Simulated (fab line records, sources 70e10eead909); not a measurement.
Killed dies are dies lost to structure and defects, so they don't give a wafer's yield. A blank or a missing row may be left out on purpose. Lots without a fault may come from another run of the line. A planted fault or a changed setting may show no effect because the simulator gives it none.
A struck lot beside a sound one | flow nand_harc | 25 steps out of a route of 1302
Sound: wafers L633.2, L633.3, L633.6. Struck: wafers L649.1, L649.2, L649.6. The cause comes at the end.
At each step with rows: each side's tool, then ch and its chambers, then its first start. Under that, the readings that differ: sound wafers | struck wafers | difference of the means | sigmas: that difference in standard deviations of wafers without a fault.
alike: readings whose means differ by less than 2 such deviations, and words and numbers that are the same on both sides. not compared: withheld readings, readings that some wafer has no value for, bounds like >300 that may hide the same value, and numbers for which the record gives no deviation and whose values overlap.
The two part at a step that has a row with sigmas, a row that says differs or no value, or rows on one side only. Numbers that don't overlap but have no deviation are shown without sigmas and don't part them. A reading that every wafer of one side lacks parts them only if that side has two wafers or more.

first, 12 steps without rows for these wafers: NHARC_P_STI_ETCH_26 (etches SiO2 in dHF, target depth 11 nm); NHARC_P_STI_PRECLEAN_27 (cleans in SC1); NHARC_P_STI_SRD_28; NHARC_P_STI_OXIDE_29 (material SiO2, target thk 10 nm, ox time 1362 s); NHARC_P_STI_HM_DEP_30 (deposits Si3N4, target thk 80 nm, time 873 s); NHARC_P_STI_DEHYDRATE_01 (time 120 s); NHARC_P_STI_HMDS_02 (time 30 s); NHARC_P_STI_COAT_41 (time 65 s); NHARC_P_STI_COAT_03 (resist thk 600 nm); NHARC_P_STI_SOFTBAKE_04 (time 70 s); NHARC_P_STI_EBR_05; NHARC_P_STI_EXPOSE_06 (exposes mask P STI, target cd 200 nm).
NHARC_P_STI_PEB_07: peb time 80 s.
  sound on litho_track-07 ch 0, day 3 16:25; struck on litho_track-07 ch 0, day 10 12:14
  reading                  | sound                | struck               | difference | sigmas
  heater_power_total_W (W) | 188.7 189.1 189.5    | 198.9 198.5 200.6    | +10.2      | +13
  plate_temp_C (C)         | 127.87 127.99 128.02 | 133.23 133.13 133.07 | +5.18      | +43
  alike: exhaust_pa, resist_line_temp_C
then, 1 step without rows for these wafers: NHARC_P_STI_DEVELOP_08 (time 50 s).
NHARC_P_STI_CD_MEAS_09: target cd 200 nm.
  sound on cd_sem-03 ch 0, day 3 16:31; struck on cd_sem-02 ch 0, day 10 12:20
  reading    | sound             | struck            | difference | sigmas
  cd_nm (nm) | 198.2 197.9 198.0 | 233.5 233.3 232.3 | +35.0      | +21
NHARC_P_STI_OVL_MEAS_10:
  sound on overlay-01, day 3 16:36; struck on overlay-01, day 10 12:26
  reading           | sound       | struck | difference | sigmas
  overlay_x_nm (nm) | -11 -10 -11 | 3 4 4  | +14        | +2
  alike: overlay_y_nm
NHARC_P_STI_INSPECT_11:
  sound on defect_inspect-02, day 3 16:38; struck on defect_inspect-01, day 10 12:28
  alike: raw_defect_count
then, 1 step without rows for these wafers: NHARC_P_STI_HARDBAKE_13 (time 65 s).
NHARC_P_STI_DESCUM_14: chemistry O2, time 3 s.
  sound on rie_diel-03 ch 2,3, day 3 16:47; struck on rie_diel-12 ch 0,3, day 10 12:36
  reading                | sound           | struck            | difference | sigmas
  rf_vpp_V (V)           | 57.2 57.7 57.9  | 58.7 60.9 58.8    | +1.9       | +2
  model.P_STI.cd_nm (nm) | 198 198.3 198.3 | 233.3 232.9 231.8 | +34.5      |
  alike: drypump_motor_current_A, mfc_ar_sccm, o2_flow_sccm, oes_product_au, showerhead_plenum_p_Torr, throttle_valve_pct
  not compared: rf_hours_counter_h
NHARC_P_STI_ETCH_42: etches the open film in N2/H2, target depth 80 nm, overetch 24 nm, time 61 s.
  sound on rie_diel-03 ch 0,3, day 3 16:51; struck on rie_diel-12 ch 0,2,3, day 10 12:41
  reading            | sound             | struck    | difference | sigmas
  mfc_ar_sccm (sccm) | 0.020 0.043 0.043 | 0 0.006 0 | +0         | -3
  alike: drypump_motor_current_A, oes_product_au, rf_vpp_V, showerhead_plenum_p_Torr, throttle_valve_pct
  not compared: rf_hours_counter_h
NHARC_P_STI_ETCH_31: etches the open film in CF4/CHF3, target depth 108.9 nm, time 54.5 s.
  sound on rie_diel-03 ch 0,3; struck on rie_diel-12 ch 1,2,3
  reading            | sound             | struck | difference | sigmas
  mfc_ar_sccm (sccm) | 0.043 0.020 0.020 | 0 0 0  | +0         | -2
  alike: drypump_motor_current_A, oes_product_au, rf_vpp_V, showerhead_plenum_p_Torr, throttle_valve_pct
  not compared: rf_hours_counter_h
NHARC_P_STI_ETCH_15: etches the open film in HBr/Cl2, target depth 300 nm, time 100.1 s.
  sound on rie_si-05 ch 0,1,2, day 3 17:04; struck on rie_si-06 ch 0,1, day 10 12:53
  reading                     | sound           | struck          | difference | sigmas
  drypump_motor_current_A (A) | 5.7 4.8 5.3     | 5.7 6.7 6.7     | +1.1       | +2
  model.P_STI.cd_nm (nm)      | 197.2 198 198.1 | 233.1 232 231.2 | +34.3      |
  alike: hbr_flow_sccm, oes_product_au, throttle_valve_pct
  not compared: rf_hours_counter_h
NHARC_P_STI_CD_MEAS_16:
  sound on cd_sem-03, day 3 17:13; struck on cd_sem-01, day 10 13:02
  reading    | sound             | struck            | difference | sigmas
  cd_nm (nm) | 197.1 198.3 198.2 | 233.0 231.9 231.4 | +34.2      | +19
NHARC_P_STI_OCD_MEAS_17:
  sound on ocd-01, day 3 17:17; struck on ocd-02, day 10 13:08
  reading                | sound             | struck            | difference | sigmas
  trench_foot_cd_nm (nm) | 157.0 155.9 157.0 | 190.2 190.8 190.1 | +33.7      | +18
  alike: trench_depth_nm
then, 1 step without rows for these wafers: NHARC_P_STI_STRIP_19 (strips in SPM, time 900 s).

WHERE THEY PART
First at NHARC_P_STI_PEB_07; last, within this record, at NHARC_P_STI_OCD_MEAS_17.

WHY: what the simulator had put in
Process parameter drift: litho_track-07, from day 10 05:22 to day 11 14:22, at NHARC_P_STI_PEB_07. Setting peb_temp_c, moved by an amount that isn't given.
